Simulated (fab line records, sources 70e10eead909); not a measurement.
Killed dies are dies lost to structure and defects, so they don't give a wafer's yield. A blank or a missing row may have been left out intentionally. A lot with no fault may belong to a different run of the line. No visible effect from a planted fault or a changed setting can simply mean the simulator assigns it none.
Which of the tools did it? || flow nand-harc || 12 lots with 36 wafers sampled at 5 steps, on a route of 1159 steps

## WHAT THE GAUGES READ, wafer by wafer
NHARC_A_CONTACT_CD_MEAS_80.
{"lot": "L075", "measured": "day 16 21:26", "on": "cd-sem-03", "cd-nm (nm)": "189.9 189.4 190.1"}
{"lot": "L079", "measured": "day 17 13:11", "on": "cd-sem-03", "cd-nm (nm)": "189.0 189.6 190.3"}
{"lot": "L078", "measured": "day 17 16:53", "on": "cd-sem-03", "cd-nm (nm)": "189.6 188.6 189.0"}
{"lot": "L081", "measured": "day 18 10:55", "on": "cd-sem-02", "cd-nm (nm)": "190.3 189.8 191.0"}
{"lot": "L082", "measured": "day 18 23:10", "on": "cd-sem-03", "cd-nm (nm)": "189.9 189.6 189.5"}
{"lot": "L087", "measured": "day 19 13:30", "on": "cd-sem-02", "cd-nm (nm)": "189.7 188.7 189.1"}
{"lot": "L088", "measured": "day 19 13:11", "on": "cd-sem-02", "cd-nm (nm)": "190.2 189.8 190.0"}
{"lot": "L089", "measured": "day 20 03:44", "on": "cd-sem-03", "cd-nm (nm)": "190.7 189.7 190.6"}
{"lot": "L091", "measured": "day 20 13:05", "on": "cd-sem-01", "cd-nm (nm)": "190.3 190.5 190.0"}
{"lot": "L092", "measured": "day 21 07:26", "on": "cd-sem-03", "cd-nm (nm)": "189.2 188.1 189.0"}
{"lot": "L097", "measured": "day 22 10:22", "on": "cd-sem-02", "cd-nm (nm)": "189.2 190.0 189.7"}
{"lot": "L096", "measured": "day 23 07:23", "on": "cd-sem-02", "cd-nm (nm)": "191.4 190.8 191.1"}

## TOOL THAT RAN EACH LOT (tool first, then ch and the chambers of the sampled wafers, then the start)
{"lot": "L075", "NHARC_A_SGD_CUT_ETCH_58": "rie-diel-07 ch 0,1,2, day 13 23:02", "NHARC_A_CONTACT_ETCH_49": "rie-diel-08 ch 1,2,3, day 16 09:13 or earlier", "NHARC_A_CONTACT_ETCH_121": "har-cap-etch-02 ch 0,1, day 16 09:13", "NHARC_A_CONTACT_ETCH_130": "har-cap-etch-02 ch 0,1, day 16 20:08"}
{"lot": "L079", "NHARC_A_SGD_CUT_ETCH_58": "rie-diel-07 ch 2,3, day 14 13:12", "NHARC_A_CONTACT_ETCH_49": "rie-diel-08 ch 1,3, day 17 03:44 or earlier", "NHARC_A_CONTACT_ETCH_121": "har-cap-etch-01 ch 0,1, day 17 03:44", "NHARC_A_CONTACT_ETCH_130": "har-cap-etch-02 ch 0,1, day 17 11:57"}
{"lot": "L078", "NHARC_A_SGD_CUT_ETCH_58": "rie-diel-07 ch 0,1,3, day 14 20:40", "NHARC_A_CONTACT_ETCH_49": "rie-diel-08 ch 0,1,3, day 17 08:26 or earlier", "NHARC_A_CONTACT_ETCH_121": "har-cap-etch-03 ch 0,1, day 17 08:26", "NHARC_A_CONTACT_ETCH_130": "har-cap-etch-01 ch 0,1, day 17 15:40"}
{"lot": "L081", "NHARC_A_SGD_CUT_ETCH_58": "rie-diel-03 ch 0,1,3, day 15 14:29", "NHARC_A_CONTACT_ETCH_49": "rie-diel-08 ch 1,3, day 18 00:55 or earlier", "NHARC_A_CONTACT_ETCH_121": "har-cap-etch-03 ch 0,1, day 18 00:55", "NHARC_A_CONTACT_ETCH_130": "har-cap-etch-01 ch 0,1, day 18 09:44"}
{"lot": "L082", "NHARC_A_SGD_CUT_ETCH_58": "rie-diel-12 ch 1,2,3, day 16 00:34", "NHARC_A_CONTACT_ETCH_49": "rie-diel-08 ch 1,2,3, day 18 14:38 or earlier", "NHARC_A_CONTACT_ETCH_121": "har-cap-etch-03 ch 0,1, day 18 14:38", "NHARC_A_CONTACT_ETCH_130": "har-cap-etch-02 ch 0,1, day 18 21:56"}
{"lot": "L087", "NHARC_A_SGD_CUT_ETCH_58": "rie-diel-03 ch 1,2,3, day 16 22:25", "NHARC_A_CONTACT_ETCH_49": "rie-diel-06 ch 0,1,3, day 19 04:43 or earlier", "NHARC_A_CONTACT_ETCH_121": "har-cap-etch-01 ch 0,1, day 19 04:43", "NHARC_A_CONTACT_ETCH_130": "har-cap-etch-03 ch 0,1, day 19 12:19"}
{"lot": "L088", "NHARC_A_SGD_CUT_ETCH_58": "rie-diel-03 ch 1,2,3, day 16 23:01", "NHARC_A_CONTACT_ETCH_49": "rie-diel-08 ch 0,2, day 19 04:31 or earlier", "NHARC_A_CONTACT_ETCH_121": "har-cap-etch-02 ch 1, day 19 04:31", "NHARC_A_CONTACT_ETCH_130": "har-cap-etch-02 ch 1, day 19 11:58"}
{"lot": "L089", "NHARC_A_SGD_CUT_ETCH_58": "rie-diel-07 ch 1,2,3, day 17 08:52", "NHARC_A_CONTACT_ETCH_49": "rie-diel-08 ch 2,3, day 19 18:51 or earlier", "NHARC_A_CONTACT_ETCH_121": "har-cap-etch-02 ch 0,1, day 19 18:51", "NHARC_A_CONTACT_ETCH_130": "har-cap-etch-03 ch 0,1, day 20 02:19"}
{"lot": "L091", "NHARC_A_SGD_CUT_ETCH_58": "rie-diel-03 ch 1,2,3, day 17 21:04", "NHARC_A_CONTACT_ETCH_49": "rie-diel-08 ch 0,1,3, day 20 05:20 or earlier", "NHARC_A_CONTACT_ETCH_121": "har-cap-etch-02 ch 0,1, day 20 05:20", "NHARC_A_CONTACT_ETCH_130": "har-cap-etch-01 ch 0,1, day 20 11:55"}
{"lot": "L092", "NHARC_A_SGD_CUT_ETCH_58": "rie-diel-03 ch 1,2,3, day 18 12:56", "NHARC_A_CONTACT_ETCH_49": "rie-diel-06 ch 1,2,3, day 20 20:38 or earlier", "NHARC_A_CONTACT_ETCH_121": "har-cap-etch-03 ch 0,1, day 20 20:38", "NHARC_A_CONTACT_ETCH_130": "har-cap-etch-03 ch 0,1, day 21 06:16"}
{"lot": "L097", "NHARC_A_SGD_CUT_ETCH_58": "rie-diel-07 ch 0,1,2, day 19 14:53", "NHARC_A_CONTACT_ETCH_49": "rie-diel-08 ch 1,2,3, day 22 00:58 or earlier", "NHARC_A_CONTACT_ETCH_121": "har-cap-etch-03 ch 0,1, day 22 00:58", "NHARC_A_CONTACT_ETCH_130": "har-cap-etch-02 ch 0,1, day 22 09:05"}
{"lot": "L096", "NHARC_A_SGD_CUT_ETCH_58": "rie-diel-03 ch 1,2,3, day 20 01:28", "NHARC_A_CONTACT_ETCH_49": "rie-diel-08 ch 0,2, day 22 19:56 or earlier", "NHARC_A_CONTACT_ETCH_121": "har-cap-etch-02 ch 0,1, day 22 19:56", "NHARC_A_CONTACT_ETCH_130": "har-cap-etch-02 ch 0,1, day 23 06:06"}
- NHARC_A_SGD_CUT_ETCH_58: etches the open film in CF4, target depth 39 nm, time 65 s.
- NHARC_A_CONTACT_ETCH_49: etches the open film in N2/H2, target depth 260 nm, time 475.3 s.
- NHARC_A_CONTACT_ETCH_121: etches the open film in C4F8/O2/Ar, time 94 s, target depth 922 nm.
- NHARC_A_CONTACT_ETCH_130: etches the open film in C4F8/O2/Ar, time 155 s, target depth 956 nm.

## THE ANSWER, worked out from the rows above alone
Rule: usual is defined by the lots themselves. The widest of any qualifying gaps counts: lots, ordered by their means at a reading, are off when they make up no more than a third of the lots, leave a main group of 4 or more, and stand apart from it by 3 or more times the standard deviation of that group's means. A main group whose means are all the same, to the digits that the tables above print for the reading, isn't used. A lot without any number at a reading at which 4 lots or more have one is off too. The other lots that the step has rows for count as sound.
No lot is off at any reading shown: from this, nothing can be told.

## WHAT THE SIMULATOR HAD INSERTED
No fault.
